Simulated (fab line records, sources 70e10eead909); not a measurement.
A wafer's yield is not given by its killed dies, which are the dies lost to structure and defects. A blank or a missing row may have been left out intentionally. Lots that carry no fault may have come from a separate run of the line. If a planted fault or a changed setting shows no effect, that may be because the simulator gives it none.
A sampling plan put to the test | flow nand_harc | one fab line, 41 faults that these records tell of, each judged on the records of the lots that it struck; 1 more is left out, because the records don't allow judging it
Plan = the line's own looks (route steps where a gauge or an inspection reads the wafer without altering it). Where struck wafers have a number at a look and the file lists that look's usual mean and standard deviation on fault-free wafers, the look can be judged. Caught: a look later than the fault's first step finds the struck wafers' mean 4 or more of those standard deviations (sigma) from the usual mean. On the tool: the fault's steps, tested the same way using the tool's own readings. A different recipe on the struck wafers counts as caught too, as does a record blank only for those wafers.

== THE FAULTS, as the simulator had put them in ==
1. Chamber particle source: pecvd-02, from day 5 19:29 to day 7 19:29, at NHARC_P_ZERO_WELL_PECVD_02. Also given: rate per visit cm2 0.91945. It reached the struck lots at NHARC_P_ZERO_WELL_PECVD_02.
2. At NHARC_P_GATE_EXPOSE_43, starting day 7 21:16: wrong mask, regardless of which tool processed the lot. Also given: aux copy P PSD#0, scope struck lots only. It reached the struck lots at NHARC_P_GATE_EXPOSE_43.
3. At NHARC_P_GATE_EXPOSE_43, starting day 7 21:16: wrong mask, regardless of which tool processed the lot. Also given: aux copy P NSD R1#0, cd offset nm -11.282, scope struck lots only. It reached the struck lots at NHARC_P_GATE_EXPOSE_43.
4. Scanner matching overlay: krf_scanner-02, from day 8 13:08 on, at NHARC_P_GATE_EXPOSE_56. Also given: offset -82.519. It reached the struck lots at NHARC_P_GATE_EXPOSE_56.
5. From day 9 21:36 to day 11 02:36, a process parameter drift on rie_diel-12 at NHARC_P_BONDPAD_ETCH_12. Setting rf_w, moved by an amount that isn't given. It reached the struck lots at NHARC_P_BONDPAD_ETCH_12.
6. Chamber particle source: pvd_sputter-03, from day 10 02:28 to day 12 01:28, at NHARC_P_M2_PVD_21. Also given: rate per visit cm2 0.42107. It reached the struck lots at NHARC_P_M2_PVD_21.
7. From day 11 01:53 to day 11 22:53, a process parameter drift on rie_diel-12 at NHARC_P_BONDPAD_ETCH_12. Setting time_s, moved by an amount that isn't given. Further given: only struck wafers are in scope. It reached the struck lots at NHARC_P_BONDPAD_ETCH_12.
8. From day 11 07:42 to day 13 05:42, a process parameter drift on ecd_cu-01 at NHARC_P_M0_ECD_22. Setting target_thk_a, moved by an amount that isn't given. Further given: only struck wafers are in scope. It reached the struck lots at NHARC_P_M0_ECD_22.
9. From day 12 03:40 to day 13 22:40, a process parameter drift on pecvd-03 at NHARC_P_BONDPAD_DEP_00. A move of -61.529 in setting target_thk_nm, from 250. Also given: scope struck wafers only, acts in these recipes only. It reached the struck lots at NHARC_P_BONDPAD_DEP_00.
10. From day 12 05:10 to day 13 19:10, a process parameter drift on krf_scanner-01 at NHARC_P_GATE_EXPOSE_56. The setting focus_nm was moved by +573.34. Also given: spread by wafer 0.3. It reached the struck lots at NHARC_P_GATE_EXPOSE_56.
11. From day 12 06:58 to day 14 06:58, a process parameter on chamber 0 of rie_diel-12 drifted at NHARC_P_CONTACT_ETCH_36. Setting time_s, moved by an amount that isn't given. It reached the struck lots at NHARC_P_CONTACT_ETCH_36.
12. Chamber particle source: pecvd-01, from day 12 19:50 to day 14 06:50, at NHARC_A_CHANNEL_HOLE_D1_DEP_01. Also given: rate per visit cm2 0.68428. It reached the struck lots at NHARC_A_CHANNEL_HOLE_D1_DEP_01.
13. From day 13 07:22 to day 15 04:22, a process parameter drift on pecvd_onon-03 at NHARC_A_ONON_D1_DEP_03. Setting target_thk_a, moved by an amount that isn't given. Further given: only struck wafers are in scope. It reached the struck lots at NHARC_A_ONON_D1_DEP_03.
14. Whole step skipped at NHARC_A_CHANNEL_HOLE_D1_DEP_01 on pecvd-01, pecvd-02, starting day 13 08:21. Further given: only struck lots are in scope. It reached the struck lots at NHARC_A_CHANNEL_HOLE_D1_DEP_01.
15. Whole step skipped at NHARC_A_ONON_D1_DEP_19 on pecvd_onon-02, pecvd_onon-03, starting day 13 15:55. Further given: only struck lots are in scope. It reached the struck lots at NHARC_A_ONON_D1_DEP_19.
16. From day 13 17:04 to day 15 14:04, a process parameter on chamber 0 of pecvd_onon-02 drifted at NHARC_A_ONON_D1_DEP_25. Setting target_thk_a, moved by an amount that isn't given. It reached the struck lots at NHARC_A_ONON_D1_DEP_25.
17. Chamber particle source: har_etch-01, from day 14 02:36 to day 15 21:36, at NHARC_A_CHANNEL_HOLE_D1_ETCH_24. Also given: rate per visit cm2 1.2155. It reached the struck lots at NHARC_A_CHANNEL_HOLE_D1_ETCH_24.
18. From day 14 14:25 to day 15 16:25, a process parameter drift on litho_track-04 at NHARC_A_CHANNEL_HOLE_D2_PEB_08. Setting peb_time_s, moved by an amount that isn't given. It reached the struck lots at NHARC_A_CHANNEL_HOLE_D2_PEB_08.
19. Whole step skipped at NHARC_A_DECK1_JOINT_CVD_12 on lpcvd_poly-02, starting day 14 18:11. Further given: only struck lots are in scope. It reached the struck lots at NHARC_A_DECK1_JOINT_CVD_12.
20. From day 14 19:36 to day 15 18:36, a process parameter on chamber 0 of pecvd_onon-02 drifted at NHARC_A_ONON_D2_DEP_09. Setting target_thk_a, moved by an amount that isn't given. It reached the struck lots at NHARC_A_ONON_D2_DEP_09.
21. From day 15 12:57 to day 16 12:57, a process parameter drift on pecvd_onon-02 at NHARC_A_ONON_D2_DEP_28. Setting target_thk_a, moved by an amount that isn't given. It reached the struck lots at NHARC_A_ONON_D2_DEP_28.
22. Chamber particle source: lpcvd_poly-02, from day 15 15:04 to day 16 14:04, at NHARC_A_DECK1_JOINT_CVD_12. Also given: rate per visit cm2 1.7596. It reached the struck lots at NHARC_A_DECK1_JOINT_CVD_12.
23. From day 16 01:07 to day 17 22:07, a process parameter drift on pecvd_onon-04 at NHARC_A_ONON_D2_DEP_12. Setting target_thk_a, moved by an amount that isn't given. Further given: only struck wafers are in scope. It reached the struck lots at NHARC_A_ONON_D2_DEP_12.
24. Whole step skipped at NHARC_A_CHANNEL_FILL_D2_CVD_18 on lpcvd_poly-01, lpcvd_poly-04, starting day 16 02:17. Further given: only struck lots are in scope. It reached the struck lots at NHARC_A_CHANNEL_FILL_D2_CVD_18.
25. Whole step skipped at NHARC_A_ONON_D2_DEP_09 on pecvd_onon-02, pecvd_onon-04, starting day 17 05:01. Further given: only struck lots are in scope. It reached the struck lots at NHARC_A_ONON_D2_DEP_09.
26. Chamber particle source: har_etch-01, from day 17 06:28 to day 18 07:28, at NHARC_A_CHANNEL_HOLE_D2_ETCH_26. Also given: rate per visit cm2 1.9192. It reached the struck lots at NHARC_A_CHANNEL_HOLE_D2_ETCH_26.
27. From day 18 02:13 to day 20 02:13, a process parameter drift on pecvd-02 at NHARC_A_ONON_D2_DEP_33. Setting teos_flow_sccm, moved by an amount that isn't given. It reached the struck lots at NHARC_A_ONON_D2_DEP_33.
28. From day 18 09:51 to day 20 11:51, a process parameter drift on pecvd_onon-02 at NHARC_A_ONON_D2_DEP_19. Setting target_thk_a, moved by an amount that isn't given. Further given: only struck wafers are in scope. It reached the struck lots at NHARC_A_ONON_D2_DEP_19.
29. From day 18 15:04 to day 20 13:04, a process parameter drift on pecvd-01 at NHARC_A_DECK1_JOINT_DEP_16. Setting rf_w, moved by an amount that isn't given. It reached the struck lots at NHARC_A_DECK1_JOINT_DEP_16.
30. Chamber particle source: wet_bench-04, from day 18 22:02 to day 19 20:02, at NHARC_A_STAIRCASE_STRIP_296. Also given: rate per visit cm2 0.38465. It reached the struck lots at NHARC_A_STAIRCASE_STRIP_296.
31. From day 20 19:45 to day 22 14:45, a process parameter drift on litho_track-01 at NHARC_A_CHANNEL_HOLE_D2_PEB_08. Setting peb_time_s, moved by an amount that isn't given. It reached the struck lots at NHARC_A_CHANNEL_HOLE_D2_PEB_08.
32. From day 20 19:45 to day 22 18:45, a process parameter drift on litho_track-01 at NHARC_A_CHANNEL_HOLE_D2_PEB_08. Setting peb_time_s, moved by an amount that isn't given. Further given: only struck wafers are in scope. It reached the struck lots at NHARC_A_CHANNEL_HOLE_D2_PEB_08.
33. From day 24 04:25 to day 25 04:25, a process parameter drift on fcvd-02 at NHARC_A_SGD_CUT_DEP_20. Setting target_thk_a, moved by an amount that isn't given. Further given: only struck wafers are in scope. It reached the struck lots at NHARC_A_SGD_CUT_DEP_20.
34. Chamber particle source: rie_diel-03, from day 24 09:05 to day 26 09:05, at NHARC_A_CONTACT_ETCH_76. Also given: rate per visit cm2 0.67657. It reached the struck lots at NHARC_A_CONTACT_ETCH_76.
35. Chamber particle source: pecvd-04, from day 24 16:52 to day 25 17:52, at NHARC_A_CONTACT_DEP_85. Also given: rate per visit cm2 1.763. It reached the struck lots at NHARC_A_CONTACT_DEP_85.
36. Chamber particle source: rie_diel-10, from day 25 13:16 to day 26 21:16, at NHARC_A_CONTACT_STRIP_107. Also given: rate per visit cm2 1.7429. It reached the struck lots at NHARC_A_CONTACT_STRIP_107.
37. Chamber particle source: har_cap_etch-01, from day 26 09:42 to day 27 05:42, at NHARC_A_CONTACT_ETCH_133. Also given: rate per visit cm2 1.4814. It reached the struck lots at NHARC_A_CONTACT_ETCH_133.
38. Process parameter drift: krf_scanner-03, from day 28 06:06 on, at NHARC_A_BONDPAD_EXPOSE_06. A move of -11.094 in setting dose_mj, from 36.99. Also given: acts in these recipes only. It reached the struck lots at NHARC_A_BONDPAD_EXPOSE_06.
39. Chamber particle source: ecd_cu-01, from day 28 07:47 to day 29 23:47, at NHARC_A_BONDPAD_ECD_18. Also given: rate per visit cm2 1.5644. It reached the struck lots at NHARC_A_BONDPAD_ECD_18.
40. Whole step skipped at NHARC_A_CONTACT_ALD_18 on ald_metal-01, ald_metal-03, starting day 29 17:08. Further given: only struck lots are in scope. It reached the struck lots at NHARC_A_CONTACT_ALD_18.
41. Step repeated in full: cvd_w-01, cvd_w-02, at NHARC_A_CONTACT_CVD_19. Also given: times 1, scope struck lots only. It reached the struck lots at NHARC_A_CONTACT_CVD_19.

== WHAT THE PLAN SAW ==
fault | on the tool itself                               | first look that catches it                      | reading, sigma                                               | median hours from its first step to that look | hours from the fault's start to the first struck lot there | judged looks passed uncaught
1     | no reading that can be judged                    | NHARC_P_ZERO_WELL_INSPECT_43                    | raw_defect_count +94                                         | 7.3                                           | 22                                                         | 0
2     | no reading that can be judged                    | NHARC_END_SORT_01                               | killed_at_periphery +99 or beyond                            | 469.2                                         | 472                                                        | 0
3     | under 2 sigma                                    | NHARC_P_GATE_CD_MEAS_46                         | cd_nm -8.0                                                   | 0.2                                           | 6                                                          | 0
4     | under 2 sigma                                    | none of the 2 looks that can be judged after it | strongest: killed_at_periphery at NHARC_END_SORT_01, +3.3    | -                                             | -                                                          | 2
5     | rf_fwd_power_W +99 or beyond sigma               | none of the 2 looks that can be judged after it | -                                                            | -                                             | -                                                          | 2
6     | under 2 sigma                                    | NHARC_END_SORT_01                               | killed_at_periphery +33                                      | 427.4                                         | 436                                                        | 0
7     | run_length_s -28 sigma                           | NHARC_END_SORT_01                               | killed_at_periphery +99 or beyond                            | 435.0                                         | 445                                                        | 1
8     | no reading that can be judged                    | no look after it can be judged                  | -                                                            | -                                             | -                                                          | 0
9     | under 2 sigma                                    | NHARC_P_BONDPAD_THK_MEAS_33                     | thk_nm -7.9                                                  | 0.6                                           | 11                                                         | 0
10    | no reading that can be judged                    | NHARC_P_GATE_CD_MEAS_59                         | cd_nm +23                                                    | 0.2                                           | 16                                                         | 0
11    | run_length_s -99 or beyond sigma                 | NHARC_END_SORT_01                               | killed_at_periphery +99 or beyond                            | 441.0                                         | 461                                                        | 0
12    | under 2 sigma                                    | NHARC_A_CHANNEL_HOLE_D1_INSPECT_12              | raw_defect_count +99 or beyond                               | 0.9                                           | 13                                                         | 1
13    | no reading that can be judged                    | NHARC_A_ONON_D1_THK_MEAS_05                     | thk_nm +45                                                   | 0.4                                           | 12                                                         | 0
14    | the tool's record is blank for the struck wafers | NHARC_END_SORT_01                               | killed_at_array +30                                          | 389.8                                         | 390                                                        | 0
15    | the tool's record is blank for the struck wafers | NHARC_END_SORT_01                               | killed_at_array +30                                          | 391.2                                         | 398                                                        | 1
16    | no reading that can be judged                    | NHARC_A_ONON_D1_THK_MEAS_27                     | thk_nm +56                                                   | 0.4                                           | 13                                                         | 0
17    | under 2 sigma                                    | NHARC_A_CHANNEL_HOLE_D1_INSPECT_40              | raw_defect_count +30                                         | 3.6                                           | 16                                                         | 0
18    | heater_power_total_W +13 sigma                   | none of the 2 looks that can be judged after it | strongest: cd_nm at NHARC_A_CHANNEL_HOLE_D2_CD_MEAS_10, -3.5 | -                                             | -                                                          | 2
19    | the tool's record is blank for the struck wafers | NHARC_END_SORT_01                               | killed_at_array +30                                          | 323.8                                         | 324                                                        | 0
20    | no reading that can be judged                    | NHARC_A_ONON_D2_THK_MEAS_11                     | thk_nm +65                                                   | 0.5                                           | 11                                                         | 0
21    | no reading that can be judged                    | NHARC_A_ONON_D2_THK_MEAS_30                     | thk_nm +52                                                   | 0.5                                           | 4                                                          | 0
22    | under 2 sigma                                    | none of the 2 looks that can be judged after it | strongest: killed_at_array at NHARC_END_SORT_01, +2.8        | -                                             | -                                                          | 2
23    | no reading that can be judged                    | NHARC_A_ONON_D2_THK_MEAS_14                     | thk_nm -7.3                                                  | 0.4                                           | 7                                                          | 0
24    | the tool's record is blank for the struck wafers | NHARC_END_SORT_01                               | killed_at_array +30                                          | 236.5                                         | 235                                                        | 0
25    | the tool's record is blank for the struck wafers | NHARC_END_SORT_01                               | killed_at_array +30                                          | 302.7                                         | 298                                                        | 0
26    | under 2 sigma                                    | NHARC_A_CHANNEL_HOLE_D2_INSPECT_40              | raw_defect_count +15                                         | 1.9                                           | 4                                                          | 0
27    | mfc_precursor_sccm -11 sigma                     | not the one look that can be judged after it    | strongest: thk_nm at NHARC_A_ONON_D2_THK_MEAS_34, -2.6       | -                                             | -                                                          | 1
28    | under 2 sigma                                    | NHARC_A_ONON_D2_THK_MEAS_21                     | thk_nm +55                                                   | 0.5                                           | 6                                                          | 0
29    | rf_fwd_power_W -34 sigma                         | not the one look that can be judged after it    | -                                                            | -                                             | -                                                          | 1
30    | no reading that can be judged                    | not the one look that can be judged after it    | strongest: killed_at_array at NHARC_END_SORT_01, +3.7        | -                                             | -                                                          | 1
31    | heater_power_total_W +87 sigma                   | NHARC_A_CHANNEL_HOLE_D2_CD_MEAS_10              | cd_nm -21                                                    | 0.1                                           | 15                                                         | 0
32    | heater_power_total_W +99 or beyond sigma         | NHARC_A_CHANNEL_HOLE_D2_CD_MEAS_10              | cd_nm -70                                                    | 0.1                                           | 24                                                         | 0
33    | no reading that can be judged                    | NHARC_A_SGD_CUT_THK_MEAS_22                     | thk_nm -4.9                                                  | 5.0                                           | 5                                                          | 0
34    | under 2 sigma                                    | none of the 2 looks that can be judged after it | strongest: killed_at_array at NHARC_END_SORT_01, +3.7        | -                                             | -                                                          | 2
35    | under 2 sigma                                    | NHARC_A_CONTACT_INSPECT_10                      | raw_defect_count +28                                         | 0.8                                           | 18                                                         | 0
36    | no reading that can be judged                    | NHARC_END_SORT_01                               | killed_at_array +4.1                                         | 51.5                                          | 48                                                         | 0
37    | no reading that can be judged                    | NHARC_END_SORT_01                               | killed_at_array +5.0                                         | 87.2                                          | 94                                                         | 0
38    | exposure_dose_mJ_cm2 -99 or beyond sigma         | NHARC_A_BONDPAD_CD_MEAS_09                      | cd_nm -6.1                                                   | 0.1                                           | 1                                                          | 0
39    | no reading that can be judged                    | NHARC_END_SORT_01                               | killed_at_array +23                                          | 36.9                                          | 31                                                         | 0
40    | the tool's record is blank for the struck wafers | NHARC_END_SORT_01                               | killed_at_array +30                                          | 48.8                                          | 55                                                         | 0
41    | under 2 sigma                                    | not the one look that can be judged after it    | -                                                            | -                                             | -                                                          | 1
A dash: the fault is not caught, or the number is missing from these records.

Caught at a look: 31 of 41. Caught on the tool: 15 of 41. By one or the other: 35 of 41.
Caught on the tool alone: faults 5, 18, 27, 29.
Caught at a look alone: faults 1, 2, 3, 6, 9, 10, 12, 13, 16, 17, 20, 21, 23, 26, 28, 33, 35, 36, 37, 39.
Caught by neither: faults 4, 8, 22, 30, 34, 41.

== THINNER SAMPLING ==
In the worst case, this is how late the first struck lot would be measured if the look that catches a fault measured only every second or every third lot, by lot number:
fault | struck lots at that look, in order of time | every lot | every second lot | every third lot
1     | L592, L594                                 | 22 h      | may miss all 2   | may miss all 2
2     | L167                                       | 472 h     | may miss it      | may miss it
3     | L816                                       | 6 h       | may miss it      | may miss it
6     | L954, L956                                 | 436 h     | may miss all 2   | may miss all 2
7     | L836, L838                                 | 445 h     | may miss all 2   | may miss all 2
9     | L892, L893                                 | 11 h      | 29 h             | may miss all 2
10    | L484, L485                                 | 16 h      | 20 h             | may miss all 2
11    | L349                                       | 461 h     | may miss it      | may miss it
12    | L558, L557                                 | 13 h      | 15 h             | may miss all 2
13    | L819, L822                                 | 12 h      | 41 h             | may miss all 2
14    | L698, L700, L702                           | 390 h     | may miss all 3   | 414 h
15    | L309, L310                                 | 398 h     | 406 h            | may miss all 2
16    | L640, L642                                 | 13 h      | may miss all 2   | may miss all 2
17    | L405, L407                                 | 16 h      | may miss all 2   | may miss all 2
19    | L795, L794, L796                           | 324 h     | 333 h            | 356 h
20    | L141, L142                                 | 11 h      | 23 h             | may miss all 2
21    | L937, L939                                 | 4 h       | may miss all 2   | may miss all 2
23    | L523, L524, L525                           | 7 h       | 29 h             | 40 h
24    | L112, L111                                 | 235 h     | 245 h            | may miss all 2
25    | L933, L935                                 | 298 h     | may miss all 2   | may miss all 2
26    | L453, L457                                 | 4 h       | may miss all 2   | may miss all 2
28    | L292, L295                                 | 6 h       | 38 h             | may miss all 2
31    | L109, L110                                 | 15 h      | 24 h             | may miss all 2
32    | L995, L996                                 | 24 h      | 26 h             | may miss all 2
33    | L183, L181, L184                           | 5 h       | 16 h             | may miss all 3
35    | L422, L421                                 | 18 h      | 21 h             | may miss all 2
36    | L277, L278                                 | 48 h      | 74 h             | may miss all 2
37    | L215, L214                                 | 94 h      | 104 h            | may miss all 2
38    | L692, L701                                 | 1 h       | 82 h             | may miss all 2
39    | L289, L292                                 | 31 h      | 46 h             | may miss all 2
40    | L113, L114                                 | 55 h      | 73 h             | may miss all 2
The hour figures run from when the fault began to the first measured lot among those it struck. The limit of 4 sigma was tested on all struck wafers together, so one lot alone may lie under it. Other struck lots may not be in these records.

== THE LONGEST TIMED WAY FROM STEP TO LOOK ==
For fault 2, NHARC_P_GATE_EXPOSE_43 and NHARC_END_SORT_01 are separated by a median of 469.2 hours. No look between them can be judged.
